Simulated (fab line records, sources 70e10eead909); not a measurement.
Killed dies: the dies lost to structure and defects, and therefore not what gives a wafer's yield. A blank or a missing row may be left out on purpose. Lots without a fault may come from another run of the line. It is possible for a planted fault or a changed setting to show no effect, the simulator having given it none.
What tool caused it? -- flow nandHarc -- Sampling: 24 lots, 72 wafers, 6 of 1302 route steps

WHAT THE GAUGES READ, wafer by wafer
Not one reading of a measure or inspect step in the record can be checked against a usual standard deviation.

WHAT TOOL EACH LOT RAN ON (gives the tool, then ch and the chambers of the sampled wafers, and finally the start)
lot,NHARC_A_CONTACT_ETCH_120,NHARC_A_CONTACT_ETCH_122,NHARC_A_CONTACT_ETCH_90,NHARC_A_CONTACT_ETCH_128,NHARC_A_CONTACT_ETCH_129,NHARC_A_CONTACT_ETCH_131
L074,"harCapEtch-02 ch 0,1, day 21 09:08","harCapEtch-02 ch 0,1, day 21 09:29","rieDiel-11 ch 1,2, day 21 10:38","harCapEtch-03 ch 0,1, day 22 00:31","harCapEtch-03 ch 0,1, day 22 00:41","harCapEtch-03 ch 0,1, day 22 01:03"
L075,"harCapEtch-01 ch 0,1, day 21 11:58","harCapEtch-01 ch 0,1, day 21 12:19","rieDiel-08 ch 1,3, day 21 13:26","harCapEtch-02 ch 0,1, day 22 01:02","harCapEtch-02 ch 0,1, day 22 01:16","harCapEtch-02 ch 0,1, day 22 01:44"
L076,"harCapEtch-03 ch 0,1, day 22 08:02","harCapEtch-03 ch 0,1, day 22 08:23","rieDiel-11 ch 0,2,3, day 22 09:31","harCapEtch-01 ch 0,1, day 22 17:33","harCapEtch-01 ch 0,1, day 22 17:47","harCapEtch-01 ch 0,1, day 22 18:16"
L077,"harCapEtch-03 ch 0,1, day 22 23:56","harCapEtch-03 ch 0,1, day 23 00:16","rieDiel-08 ch 1,2, day 23 01:26","harCapEtch-03 ch 0,1, day 23 11:17","harCapEtch-03 ch 0,1, day 23 11:28","harCapEtch-03 ch 0,1, day 23 11:49"
L078,"harCapEtch-01 ch 0,1, day 23 09:28","harCapEtch-01 ch 0,1, day 23 09:49","rieDiel-11 ch 0,3, day 23 10:54","harCapEtch-01 ch 0,1, day 23 18:39","harCapEtch-01 ch 0,1, day 23 18:50","harCapEtch-01 ch 0,1, day 23 19:11"
L080,"harCapEtch-02 ch 0,1, day 23 15:54","harCapEtch-02 ch 0,1, day 23 16:14","rieDiel-03 ch 0,1,3, day 23 17:29","harCapEtch-01 ch 0,1, day 24 01:02","harCapEtch-01 ch 0,1, day 24 01:13","harCapEtch-01 ch 0,1, day 24 01:34"
L079,"harCapEtch-03 ch 0,1, day 23 20:30","harCapEtch-03 ch 0,1, day 23 20:50","rieDiel-03 ch 0,2,3, day 23 22:00","harCapEtch-03 ch 0,1, day 24 06:07","harCapEtch-03 ch 0,1, day 24 06:21","harCapEtch-03 ch 0,1, day 24 06:50"
L081,"harCapEtch-03 ch 0,1, day 24 23:56","harCapEtch-03 ch 0,1, day 25 00:17","rieDiel-03 ch 1,2, day 25 01:21","harCapEtch-03 ch 0,1, day 25 09:37","harCapEtch-03 ch 0,1, day 25 09:47","harCapEtch-03 ch 0,1, day 25 10:09"
L083,"harCapEtch-01 ch 0,1, day 25 01:18","harCapEtch-01 ch 0,1, day 25 01:38","rieDiel-11 ch 0,1,3, day 25 02:47","harCapEtch-01 ch 0,1, day 25 10:27","harCapEtch-01 ch 0,1, day 25 10:37","harCapEtch-01 ch 0,1, day 25 10:59"
L082,"harCapEtch-02 ch 0,1, day 25 03:08","harCapEtch-02 ch 0,1, day 25 03:29","rieDiel-11 ch 0,1, day 25 04:34","harCapEtch-02 ch 0,1, day 25 13:35","harCapEtch-02 ch 0,1, day 25 13:46","harCapEtch-02 ch 0,1, day 25 14:07"
L085,"harCapEtch-03 ch 0,1, day 26 06:16","harCapEtch-03 ch 0,1, day 26 06:37","rieDiel-11 ch 0,1,3, day 26 07:47","harCapEtch-03 ch 0, day 26 15:38","harCapEtch-03 ch 0, day 26 15:49","harCapEtch-03 ch 0, day 26 16:10"
L084,"harCapEtch-01 ch 0,1, day 26 06:37","harCapEtch-01 ch 0,1, day 26 06:58","rieDiel-03 ch 0,3, day 26 08:07","harCapEtch-01 ch 0,1, day 26 16:19","harCapEtch-01 ch 0,1, day 26 16:29","harCapEtch-01 ch 0,1, day 26 16:50"
L086,"harCapEtch-02 ch 0,1, day 26 12:07","harCapEtch-02 ch 0,1, day 26 12:28","rieDiel-03 ch 0,2, day 26 13:34","harCapEtch-03 ch 0,1, day 27 04:10","harCapEtch-03 ch 0,1, day 27 04:20","harCapEtch-03 ch 0,1, day 27 04:41"
L087,"harCapEtch-02 ch 0,1, day 26 20:34","harCapEtch-02 ch 0,1, day 26 20:55","rieDiel-03 ch 0,1,2, day 26 22:02","harCapEtch-02 ch 0,1, day 27 11:25","harCapEtch-02 ch 0,1, day 27 11:35","harCapEtch-02 ch 0,1, day 27 11:57"
L088,"harCapEtch-03 ch 0,1, day 27 11:47","harCapEtch-03 ch 0,1, day 27 12:08","rieDiel-11 ch 0,1, day 27 13:16","harCapEtch-01 ch 0,1, day 27 20:49","harCapEtch-01 ch 0,1, day 27 20:59","harCapEtch-01 ch 0,1, day 27 21:20"
L089,"harCapEtch-01 ch 0,1, day 27 12:04","harCapEtch-01 ch 0,1, day 27 12:25","rieDiel-11 ch 0,1, day 27 13:28","harCapEtch-02 ch 0,1, day 27 22:38","harCapEtch-02 ch 0,1, day 27 22:49","harCapEtch-02 ch 0,1, day 27 23:10"
L091,"harCapEtch-02 ch 0,1, day 28 11:02","harCapEtch-02 ch 0,1, day 28 11:23","rieDiel-11 ch 0,1,2, day 28 12:32","harCapEtch-01 ch 0,1, day 28 22:45","harCapEtch-01 ch 0,1, day 28 22:56","harCapEtch-01 ch 0,1, day 28 23:17"
L090,"harCapEtch-03 ch 0,1, day 28 17:04","harCapEtch-03 ch 0,1, day 28 17:25","rieDiel-11 ch 0,1,3, day 28 18:36","harCapEtch-02 ch 0,1, day 29 04:25","harCapEtch-02 ch 0,1, day 29 04:36","harCapEtch-02 ch 0,1, day 29 04:57"
L092,"harCapEtch-01 ch 1, day 29 14:39","harCapEtch-01 ch 1, day 29 14:59","rieDiel-11 ch 1,3, day 29 16:07","harCapEtch-02 ch 1, day 29 23:53","harCapEtch-02 ch 1, day 30 00:04","harCapEtch-02 ch 1, day 30 00:25"
L093,"harCapEtch-03 ch 0,1, day 29 20:37","harCapEtch-03 ch 0,1, day 29 21:05","rieDiel-08 ch 0,1,2, day 29 22:29","harCapEtch-01 ch 0,1, day 30 06:08","harCapEtch-01 ch 0,1, day 30 06:19","harCapEtch-01 ch 0,1, day 30 06:40"
L096,"harCapEtch-03 ch 0,1, day 30 10:11","harCapEtch-03 ch 0,1, day 30 10:31","rieDiel-11 ch 0,1,2, day 30 11:40","harCapEtch-01 ch 0,1, day 30 21:23","harCapEtch-01 ch 0,1, day 30 21:34","harCapEtch-01 ch 0,1, day 30 21:55"
L095,"harCapEtch-02 ch 0,1, day 30 10:25","harCapEtch-02 ch 0,1, day 30 10:46","rieDiel-11 ch 2,3, day 30 11:50","harCapEtch-03 ch 0,1, day 30 22:23","harCapEtch-03 ch 0,1, day 30 22:34","harCapEtch-03 ch 0,1, day 30 22:56"
L097,"harCapEtch-03 ch 0, day 30 15:13","harCapEtch-03 ch 0, day 30 15:33","rieDiel-11 ch 0,1, day 30 16:42","harCapEtch-02 ch 0, day 31 01:14","harCapEtch-02 ch 0, day 31 01:25","harCapEtch-02 ch 0, day 31 01:46"
L094,"harCapEtch-02 ch 0,1, day 30 19:25","harCapEtch-02 ch 0,1, day 30 19:46","rieDiel-11 ch 1,2,3, day 30 20:56","harCapEtch-03 ch 0,1, day 31 06:16","harCapEtch-03 ch 0,1, day 31 06:26","harCapEtch-03 ch 0,1, day 31 06:47"
- NHARC_A_CONTACT_ETCH_120: etches the open film in C4F8/O2/Ar, time 190 s, target depth 1850 nm.
- NHARC_A_CONTACT_ETCH_122: etches the open film in C4F8/O2/Ar, time 190 s, target depth 1850 nm.
- NHARC_A_CONTACT_ETCH_90: etches the open film in CH3F/O2, target depth 40 nm, time 85.7 s.
- NHARC_A_CONTACT_ETCH_128: etches the open film in C4F8/O2/Ar, time 197 s, target depth 1918 nm.
- NHARC_A_CONTACT_ETCH_129: etches the open film in C4F8/O2/Ar, time 197 s, target depth 1918 nm.
- NHARC_A_CONTACT_ETCH_131: etches the open film in C4F8/O2/Ar, time 197 s, target depth 1918 nm.

AS READ BY THE TOOLS THEMSELVES (means over the sampled wafers that have a number; for cases with no such wafer, the mark the record gives instead)
NHARC_A_CONTACT_ETCH_120. Usual: oesAirLineAu reads 1.001 a.u. (standard deviation 0.019).
lot,tool,oesAirLineAu (a.u.),flag
L074,harCapEtch-02,1.001,
L075,harCapEtch-01,1.011,
L076,harCapEtch-03,1.007,
L077,harCapEtch-03,0.998,
L078,harCapEtch-01,0.992,
L080,harCapEtch-02,1.011,
L079,harCapEtch-03,1.000,
L081,harCapEtch-03,0.977,
L083,harCapEtch-01,1.000,
L082,harCapEtch-02,0.994,
L085,harCapEtch-03,0.985,
L084,harCapEtch-01,1.012,
L086,harCapEtch-02,1.017,
L087,harCapEtch-02,1.001,
L088,harCapEtch-03,1.001,
L089,harCapEtch-01,1.022,
L091,harCapEtch-02,0.986,
L090,harCapEtch-03,1.002,
L092,harCapEtch-01,1.021,
L093,harCapEtch-03,1.003,
L096,harCapEtch-03,0.993,
L095,harCapEtch-02,1.009,
L097,harCapEtch-03,0.994,
L094,harCapEtch-02,0.995,

NHARC_A_CONTACT_ETCH_122. Usual: oesAirLineAu reads 1.000 a.u. (standard deviation 0.02).
lot,tool,oesAirLineAu (a.u.),flag
L074,harCapEtch-02,0.997,
L075,harCapEtch-01,1.020,
L076,harCapEtch-03,0.992,
L077,harCapEtch-03,1.011,
L078,harCapEtch-01,0.989,
L080,harCapEtch-02,1.011,
L079,harCapEtch-03,0.974,
L081,harCapEtch-03,1.007,
L083,harCapEtch-01,1.012,
L082,harCapEtch-02,0.984,
L085,harCapEtch-03,1.003,
L084,harCapEtch-01,0.986,
L086,harCapEtch-02,1.016,
L087,harCapEtch-02,0.998,
L088,harCapEtch-03,1.029,
L089,harCapEtch-01,0.977,
L091,harCapEtch-02,0.993,
L090,harCapEtch-03,1.006,
L092,harCapEtch-01,1.002,
L093,harCapEtch-03,0.992,
L096,harCapEtch-03,0.999,
L095,harCapEtch-02,1.010,
L097,harCapEtch-03,1.009,
L094,harCapEtch-02,0.983,

NHARC_A_CONTACT_ETCH_90. Usual: drypumpMotorCurrentA 5.8 A, standard deviation 0.49; oesProductAu 0.95 a.u., standard deviation 0.035; rfVppV 244.3 V, standard deviation 1.5; showerheadPlenumPTorr 2.46 Torr, standard deviation 0.088; throttleValvePct 20.662 %, standard deviation 0.0084.
lot,tool,drypumpMotorCurrentA (A),oesProductAu (a.u.),rfVppV (V),showerheadPlenumPTorr (Torr),throttleValvePct (%),flag
L074,rieDiel-11,5.5,1.00,245.5,2.49,20.657,
L075,rieDiel-08,5.8,0.92,243.6,2.45,20.662,
L076,rieDiel-11,5.8,0.92,244.8,2.46,20.660,
L077,rieDiel-08,5.9,0.92,243.7,2.41,20.656,
L078,rieDiel-11,6.1,0.93,243.8,2.40,20.659,
L080,rieDiel-03,5.8,0.93,245.0,2.50,20.661,
L079,rieDiel-03,6.1,0.92,245.1,2.44,20.662,
L081,rieDiel-03,5.9,1.00,244.4,2.46,20.654,
L083,rieDiel-11,5.7,1.00,244.4,2.45,20.662,
L082,rieDiel-11,5.3,0.93,245.3,2.53,20.660,
L085,rieDiel-11,5.8,1.00,243.5,2.45,20.666,
L084,rieDiel-03,6.0,0.93,245.0,2.52,20.655,
L086,rieDiel-03,6.2,0.92,242.7,2.35,20.656,
L087,rieDiel-03,5.9,0.93,244.2,2.41,20.672,
L088,rieDiel-11,5.3,1.00,245.0,2.53,20.661,
L089,rieDiel-11,5.3,0.92,243.9,2.53,20.667,
L091,rieDiel-11,5.4,0.93,244.8,2.50,20.654,
L090,rieDiel-11,5.8,1.00,243.8,2.44,20.662,
L092,rieDiel-11,5.9,0.93,243.9,2.42,20.659,
L093,rieDiel-08,6.1,0.92,243.7,2.40,20.669,
L096,rieDiel-11,5.4,0.92,244.9,2.50,20.664,
L095,rieDiel-11,6.2,1.00,243.1,2.37,20.665,
L097,rieDiel-11,5.3,1.00,245.0,2.49,20.669,
L094,rieDiel-11,5.8,0.98,244.1,2.42,20.661,

NHARC_A_CONTACT_ETCH_128. Usual: oesAirLineAu reads 1.003 a.u. (standard deviation 0.022).
lot,tool,oesAirLineAu (a.u.),flag
L074,harCapEtch-03,0.969,
L075,harCapEtch-02,1.021,
L076,harCapEtch-01,1.010,
L077,harCapEtch-03,1.013,
L078,harCapEtch-01,0.993,
L080,harCapEtch-01,0.989,
L079,harCapEtch-03,1.010,
L081,harCapEtch-03,0.997,
L083,harCapEtch-01,0.998,
L082,harCapEtch-02,0.983,
L085,harCapEtch-03,1.008,
L084,harCapEtch-01,0.993,
L086,harCapEtch-03,0.978,
L087,harCapEtch-02,0.999,
L088,harCapEtch-01,1.003,
L089,harCapEtch-02,1.017,
L091,harCapEtch-01,1.018,
L090,harCapEtch-02,1.012,
L092,harCapEtch-02,1.009,
L093,harCapEtch-01,1.001,
L096,harCapEtch-01,0.995,
L095,harCapEtch-03,0.995,
L097,harCapEtch-02,1.005,
L094,harCapEtch-03,0.997,

NHARC_A_CONTACT_ETCH_129. Usual: oesAirLineAu reads 1.001 a.u. (standard deviation 0.017).
lot,tool,oesAirLineAu (a.u.),flag
L074,harCapEtch-03,1.009,
L075,harCapEtch-02,1.013,
L076,harCapEtch-01,0.989,
L077,harCapEtch-03,0.997,
L078,harCapEtch-01,0.998,
L080,harCapEtch-01,1.015,
L079,harCapEtch-03,0.983,
L081,harCapEtch-03,0.997,
L083,harCapEtch-01,0.998,
L082,harCapEtch-02,0.999,
L085,harCapEtch-03,1.013,
L084,harCapEtch-01,0.992,
L086,harCapEtch-03,0.990,
L087,harCapEtch-02,0.998,
L088,harCapEtch-01,0.999,
L089,harCapEtch-02,0.997,
L091,harCapEtch-01,0.980,
L090,harCapEtch-02,1.004,
L092,harCapEtch-02,0.989,
L093,harCapEtch-01,0.994,
L096,harCapEtch-01,1.003,
L095,harCapEtch-03,1.017,
L097,harCapEtch-02,1.001,
L094,harCapEtch-03,1.021,

NHARC_A_CONTACT_ETCH_131. Usual: oesAirLineAu reads 1.004 a.u. (standard deviation 0.021).
lot,tool,oesAirLineAu (a.u.),flag
L074,harCapEtch-03,1.014,
L075,harCapEtch-02,1.006,
L076,harCapEtch-01,1.000,
L077,harCapEtch-03,1.007,
L078,harCapEtch-01,1.012,
L080,harCapEtch-01,0.994,
L079,harCapEtch-03,0.979,
L081,harCapEtch-03,1.027,
L083,harCapEtch-01,0.998,
L082,harCapEtch-02,0.994,
L085,harCapEtch-03,0.986,
L084,harCapEtch-01,1.006,
L086,harCapEtch-03,0.986,
L087,harCapEtch-02,0.996,
L088,harCapEtch-01,1.007,
L089,harCapEtch-02,0.989,
L091,harCapEtch-01,1.010,
L090,harCapEtch-02,1.001,
L092,harCapEtch-02,1.011,
L093,harCapEtch-01,0.985,
L096,harCapEtch-01,0.975,
L095,harCapEtch-03,1.001,
L097,harCapEtch-02,1.011,
L094,harCapEtch-03,1.024,

THE ANSWER, worked out from the rows above alone
Rule: a lot counts as off when the mean over its wafers that have a number is more than 3 standard deviations away from the usual mean. A lot without any number at a reading at which 4 lots or more have one is off too. Where the step has rows for the other lots, those lots are counted as sound. Order of review: gauges by route order, followed by the tools' own readings, for which a lot's mean as printed above is used. At the first step where some lot is off, the reading lying furthest off is the one used; lots without a number count as furthest.
Nothing can be told from this: no lot is off at any reading shown.

WHAT HAD BEEN PUT IN BY THE SIMULATOR
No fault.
